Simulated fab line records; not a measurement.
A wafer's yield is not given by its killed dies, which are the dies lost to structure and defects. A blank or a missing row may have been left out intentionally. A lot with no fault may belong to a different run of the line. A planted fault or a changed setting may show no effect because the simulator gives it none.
What tool caused it? ; flow n5-finfet ; 33 wafers from 11 lots sampled at 6 of the route's 1938 steps

== WHAT THE GAUGES READ, wafer by wafer ==
The record lacks any reading of a measuring or inspecting step that a usual standard deviation could be used to judge.

== EACH LOT AND THE TOOL THAT RAN IT (in order: tool; ch and the chambers of the sampled wafers; start) ==
lot;N5_BEOL_M8_PECVD_70;N5_BEOL_M8_ALD_77;N5_BEOL_M8_SURFACE_TREAT_79;N5_BEOL_M8_CMP_52;N5_BEOL_M9_ILD_DEP_00;N5_PASSIVATION_PROBE_49
L641;pecvd-01 ch 0,1, day 9 20:47;ald-metal-04 ch 0,2,3, day 10 01:26;pvd-sputter-02, day 10 01:44;cmp-03 ch 0,2,3, day 10 04:08;pecvd-04 ch 1,2, day 10 04:37;prober-02, day 12 22:44
L643;pecvd-04 ch 2, day 10 00:25;ald-metal-01 ch 0,1,3, day 10 04:28;pvd-sputter-01, day 10 04:52;cmp-04 ch 1,3, day 10 06:16;pecvd-01 ch 0,1, day 10 06:43;prober-01, day 12 17:55
L642;pecvd-04 ch 0,1,2, day 10 03:10;ald-metal-02 ch 0,1,2, day 10 09:48;pvd-sputter-03, day 10 10:07;cmp-01 ch 0,1,3, day 10 11:17;pecvd-04 ch 0,1,2, day 10 11:41;prober-01, day 13 06:12
L644;pecvd-01 ch 0,1, day 10 04:06;ald-metal-01 ch 0,2,3, day 10 10:04;pvd-sputter-02, day 10 10:27;cmp-03 ch 1,2, day 10 11:34;pecvd-04 ch 0,2, day 10 12:04;prober-02, day 13 05:25
L652;pecvd-01 ch 0,2, day 12 11:18;ald-metal-02 ch 0,3, day 12 23:03;pvd-sputter-03, day 12 23:26;cmp-01 ch 0,3, day 13 00:27;pecvd-01 ch 1,2, day 13 00:56;prober-02, day 15 20:07
L653;pecvd-01 ch 0,1,2, day 13 05:36;ald-metal-02 ch 1,2, day 13 09:32;pvd-sputter-03, day 13 09:59;cmp-01 ch 0,2,3, day 13 11:07;pecvd-02 ch 1,2, day 13 11:34;prober-02, day 15 23:35
L656;pecvd-03 ch 0,1,2, day 13 13:47;ald-metal-02 ch 0,2,3, day 13 17:19;pvd-sputter-03, day 13 18:56;cmp-01 ch 1,2, day 13 20:01;pecvd-04 ch 0,1,2, day 13 20:32;prober-01, day 16 17:46
L658;pecvd-04 ch 0,1,2, day 13 15:46;ald-metal-01 ch 0,1,3, day 13 20:08;pvd-sputter-03, day 13 20:38;cmp-04 ch 1,2,3, day 13 22:07;pecvd-04 ch 0,1,2, day 13 22:34;prober-02, day 16 17:37
L660;pecvd-03 ch 0,2, day 14 16:15;ald-metal-04 ch 0,1,3, day 14 20:16;pvd-sputter-03, day 14 20:43;cmp-04 ch 2,3, day 14 21:49;pecvd-04 ch 0,1, day 14 22:16;prober-02, day 18 04:25
L663;pecvd-04 ch 0,2, day 14 20:23;ald-metal-01 ch 0,2,3, day 15 01:28;pvd-sputter-02, day 15 01:46;cmp-03 ch 1,2,3, day 15 02:32;pecvd-01 ch 0,2, day 15 03:08;prober-01, day 17 21:02
L662;pecvd-04 ch 0,1,2, day 14 21:33;ald-metal-01 ch 0,1, day 15 03:05;pvd-sputter-02, day 15 03:22;cmp-03 ch 1,2, day 15 04:07;pecvd-04 ch 1,2, day 15 04:35;prober-02, day 18 07:25
- N5_BEOL_M8_PECVD_70: deposits SiO2 from TEOS/O2, target thk 20 nm, time 22.7 s.
- N5_BEOL_M8_ALD_77: deposits TaN, target thk 2 nm, pulse time 2 s, purge time 3 s.
- N5_BEOL_M8_SURFACE_TREAT_79
- N5_BEOL_M8_CMP_52: polishes, stops on SiCOH lowk, t overpolish 6.9 s, target thk 80 nm.
- N5_BEOL_M9_ILD_DEP_00: deposits SiCOH lowk from DEMS/porogen, target thk 308.51 nm, time 58 s.
- N5_PASSIVATION_PROBE_49

== AS READ BY THE TOOLS THEMSELVES (means over the sampled wafers that have a number; for cases with no such wafer, the mark the record gives instead) ==
N5_BEOL_M8_PECVD_70.
lot;tool;heater-power-w (W);showerhead-plenum-p-Torr (Torr);throttle-valve-pct (%)
L641;pecvd-01;784;8.87;23.6
L643;pecvd-04;562;8.81;22.3
L642;pecvd-04;641;8.78;21.9
L644;pecvd-01;768;8.88;22.7
L652;pecvd-01;755;8.73;20.9
L653;pecvd-01;700;8.82;22.4
L656;pecvd-03;657;8.74;22.3
L658;pecvd-04;628;8.79;21.8
L660;pecvd-03;545;8.81;24.0
L663;pecvd-04;603;8.78;22.2
L662;pecvd-04;618;8.78;21.9

N5_BEOL_M8_ALD_77.
lot;tool;heater-power-w (W)
L641;ald-metal-04;428
L643;ald-metal-01;464
L642;ald-metal-02;435
L644;ald-metal-01;484
L652;ald-metal-02;431
L653;ald-metal-02;443
L656;ald-metal-02;435
L658;ald-metal-01;456
L660;ald-metal-04;409
L663;ald-metal-01;490
L662;ald-metal-01;447

N5_BEOL_M8_CMP_52.
lot;tool;barrier-field-endpoint-s (s);motor-current-A (A);pad-life-wafers
L641;cmp-03;28.9;6.2;2108
L643;cmp-04;28.3;6.5;1664
L642;cmp-01;29.0;5.7;1509
L644;cmp-03;28.7;6.6;12
L652;cmp-01;27.7;5.8;2022
L653;cmp-01;27.1;5.8;26
L656;cmp-01;27.7;6.2;102
L658;cmp-04;29.2;5.9;296
L660;cmp-04;29.9;6.3;464
L663;cmp-03;28.7;6.3;830
L662;cmp-03;28.5;6.4;848

N5_BEOL_M9_ILD_DEP_00.
lot;tool;heater-power-w (W);showerhead-plenum-p-Torr (Torr);throttle-valve-pct (%)
L641;pecvd-04;292;5.746;13.7
L643;pecvd-01;350;5.755;14.5
L642;pecvd-04;241;5.732;13.6
L644;pecvd-04;234;5.729;13.7
L652;pecvd-01;316;5.737;14.3
L653;pecvd-02;235;5.752;15.0
L656;pecvd-04;245;5.736;13.7
L658;pecvd-04;269;5.736;13.8
L660;pecvd-04;304;5.737;13.5
L663;pecvd-01;326;5.732;13.1
L662;pecvd-04;263;5.750;14.0

N5_PASSIVATION_PROBE_49.
lot;tool;defect-limited-yield (%);killed_at_M0_to_M3;killed_at_M4_up;killed-at-contacts;killed-at-front-end;killed-at-other;killed-dies;killed-open;killed-short;sort_bin_4_leakage (%);sort_bin_5_function (%);sort_bin_6_memory (%);sort_bin_8_speed (%);sort-n-pass;sort-yield-pct (%)
L641;prober-02;90.5;30;9;17;51;4.7;112;74;36;0.00;5.3;3.7;0.00;1068;90.5
L643;prober-01;89.9;37;13;10;55;4.0;119;81;36;0.00;5.9;3.9;0.03;1061;89.9
L642;prober-01;90.8;43;11;12;38;4.7;109;70;37;0.00;5.6;3.2;0.00;1071;90.8
L644;prober-02;92.3;34;13;9;29;5.7;90;64;26;0.00;4.3;2.9;0.00;1090;92.3
L652;prober-02;89.3;36;26;13;49;3.3;126;91;35;0.08;6.3;4.0;0.00;1053;89.2
L653;prober-02;92.0;33;13;7;38;2.7;94;60;34;0.00;5.2;2.4;0.00;1086;92.0
L656;prober-01;91.0;43;14;15;30;3.7;106;65;40;0.00;5.3;3.3;0.00;1074;91.0
L658;prober-02;91.0;42;12;14;33;5.3;106;61;43;0.00;5.0;3.6;0.00;1074;91.0
L660;prober-02;91.4;28;14;13;43;3.3;102;71;29;0.00;5.1;3.1;0.00;1078;91.4
L663;prober-01;89.7;34;18;14;53;2.3;121;81;37;0.00;6.2;3.9;0.00;1059;89.7
L662;prober-02;90.5;27;20;8;53;3.7;111;78;31;0.00;5.6;3.4;0.00;1069;90.5

== THE ANSWER, worked out from the rows above alone ==
Rule: the usual values come from the lots themselves. Put in order of their means at a reading, lots are off if they are a third of the lots or fewer, leave a main group of 4 or more, and stand apart from it by a gap of 3 or more times the standard deviation of the main group's means; of several such gaps the widest counts. A main group is skipped when, at the precision printed for the reading in the tables above, its means are all equal. A lot without any number at a reading at which 4 lots or more have one is off too. Any other lot the step has rows for is counted as sound. First the gauges in route order, then the tools' own readings, where a lot's mean is used as printed above. At the first step where some lot is off, the reading lying furthest off is the one used; lots without a number count as furthest.
Across all readings shown, no lot is off: no conclusion can be drawn from this.

== WHAT THE SIMULATOR HAD PUT IN ==
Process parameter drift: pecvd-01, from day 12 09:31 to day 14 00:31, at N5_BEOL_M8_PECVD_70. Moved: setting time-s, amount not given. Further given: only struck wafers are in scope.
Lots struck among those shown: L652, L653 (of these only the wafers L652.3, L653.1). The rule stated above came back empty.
